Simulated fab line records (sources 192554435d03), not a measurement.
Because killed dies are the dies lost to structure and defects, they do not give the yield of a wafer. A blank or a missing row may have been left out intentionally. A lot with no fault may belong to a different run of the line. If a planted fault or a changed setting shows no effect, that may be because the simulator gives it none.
Struck lot and sound lot, side by side | flow n5Finfet | 15 out of 1938 route steps
Sound: wafers L500.1, L500.4, L500.6. The struck wafers were L497.1, L497.3, L497.5. The cause comes at the end.
At each step with rows: each side's tool, then ch and its chambers, then its first start. Under that, the readings that differ: sound wafers | struck wafers | difference of the means | sigmas: that difference in standard deviations of wafers without a fault.
alike: a reading whose means differ by less than 2 such deviations, as well as words and numbers matching on both sides. not compared: withheld readings; readings where some wafer has no value; bounds like >300 that might hide an equal value; numbers whose values overlap and for which the record gives no deviation.
The two part at a step that has a row with sigmas, a row that says differs or no value, or rows on one side only. Numbers that don't overlap but have no deviation are shown without sigmas and don't part them. Lack of a reading on every wafer of one side parts them only where that side has two or more wafers.

first, 1 step without rows for these wafers: N5_BEOL_M0_SAQP_DEVELOP_13 (develop time 30 s).
N5_BEOL_M0_SAQP_CD_MEAS_14: the cd target is 42.5 nm.
  sound on cdSem-02 ch 0, day 10 18:31; struck on cdSem-01 ch 0, day 10 18:14
  alike: cdNm
N5_BEOL_M0_SAQP_OVL_MEAS_15:
  sound on overlay-01 ch 0, day 10 18:32; struck on overlay-02 ch 0, day 10 18:16
  alike: M0_CORE_OVL
N5_BEOL_M0_SAQP_INSPECT_16: inspects for defects (brightfield).
  sound on defectInspect-01 at day 10 18:38; struck on defectInspect-01 at day 10 18:37
  alike: rawDefectCount
N5_BEOL_M0_SAQP_DESCUM_19: chemistry O2, time 7.9 s.
  sound on rieDiel-01 ch 1,2,3, day 10 18:54; struck on rieDiel-05 ch 2,3, day 10 18:52
  alike: drypumpMotorCurrentA, oesProductAu, rfVppV, showerheadPlenumPTorr, throttleValvePct
  not compared: rfHoursCounterH
then, 1 step without rows for these wafers: N5_BEOL_M0_SAQP_ETCH_83 (etches SiARC in CF4, target depth 39 nm, time 65 s).
N5_BEOL_M0_SAQP_ETCH_84: etches SOC in N2/H2, target depth 100 nm, overetch 20 nm, time 150 s.
  sound on rieDiel-01 ch 1,2,3, day 10 18:59; struck on rieDiel-05 ch 2,3, day 10 18:56
  alike: biasW, drypumpMotorCurrentA, oesProductAu, rfVppV, showerheadPlenumPTorr, throttleValvePct
  not compared: rfHoursCounterH
then, 1 step without rows for these wafers: N5_BEOL_M0_SAQP_STRIP_80 (strips in N2/H2).
N5_BEOL_M0_SAQP_HM_OPEN_112: chemistry CHF3/O2, target SiO2, stops on a-Si, target depth 12 nm, time 13.5 s.
  sound on rieDiel-01 ch 1,2,3, day 10 19:05; struck on rieDiel-05 ch 2,3, day 10 19:03
  alike: O2_flow_sccm, biasW, drypumpMotorCurrentA, mfcArSccm, oesProductAu, rfVppV, showerheadPlenumPTorr, throttleValvePct
  not compared: rfHoursCounterH
then, 1 step without rows for these wafers: N5_BEOL_M0_SAQP_STRIP_113 (strips in CHF3/O2).
N5_BEOL_M0_SAQP_MANDREL_ETCH_20: etches a-Si in HBr/Cl2, stops on SiNx, target depth 60 nm, bt time 10 s, time 30 s.
  sound on rieSi-04 ch 0,1,3, day 10 19:11; struck on rieSi-05 ch 0,1,2, day 10 19:08
  alike: biasW, drypumpMotorCurrentA, oesProductAu, throttleValvePct
  not compared: rfHoursCounterH
N5_BEOL_M0_SAQP_STRIP_86: strips in N2/H2.
  sound on rieDiel-05 ch 1,3, day 10 19:22; struck on rieDiel-01 ch 0,2,3, day 10 19:21
  alike: biasPowerW, chamberPressureMTorr, drypumpMotorCurrentA, oesProductAu, rfVppV, showerheadPlenumPTorr, throttleValvePct
  not compared: rfHoursCounterH
N5_BEOL_M0_SAQP_STRIP_115: strips in post etch residue remover, time 60 s.
  sound on wetBench-01 ch 1,4,5, day 10 19:28; struck on wetBench-02 ch 0,1,5, day 10 19:26
  no value came back on the struck wafers for runLengthS (s), tempC (C); on the sound wafers runLengthS (s) reads 66.9 66.5 66.9
then, 1 step without rows for these wafers: N5_BEOL_M0_SAQP_SRD_93 (time 30 s).
-- here the record skips 3 days between the struck wafers' starts before and after, leaving off in module BEOL_M0_SAQP and picking up in module BEOL_M4 (first step shown: number 1111 of the route) --
N5_BEOL_M4_RC_MEAS_101:
  sound on prober-01 ch 0, day 12 21:05; struck on prober-01 ch 0, day 13 07:28
reading       | sound          | struck         | difference | sigmas
SS_N (mV/dec) | 71.6 71.9 72.4 | 70.9 70.2 71.2 | -1.2       | -2
  alike: DIBL_N, DIBL_P, IOFF_N, IOFF_P, ION_N, ION_P, SS_P, VT_N, VT_P

== WHERE THEY PART ==
Last at N5_BEOL_M4_RC_MEAS_101 as far as this record goes, first at N5_BEOL_M0_SAQP_STRIP_115.

WHY: the cause the simulator had injected
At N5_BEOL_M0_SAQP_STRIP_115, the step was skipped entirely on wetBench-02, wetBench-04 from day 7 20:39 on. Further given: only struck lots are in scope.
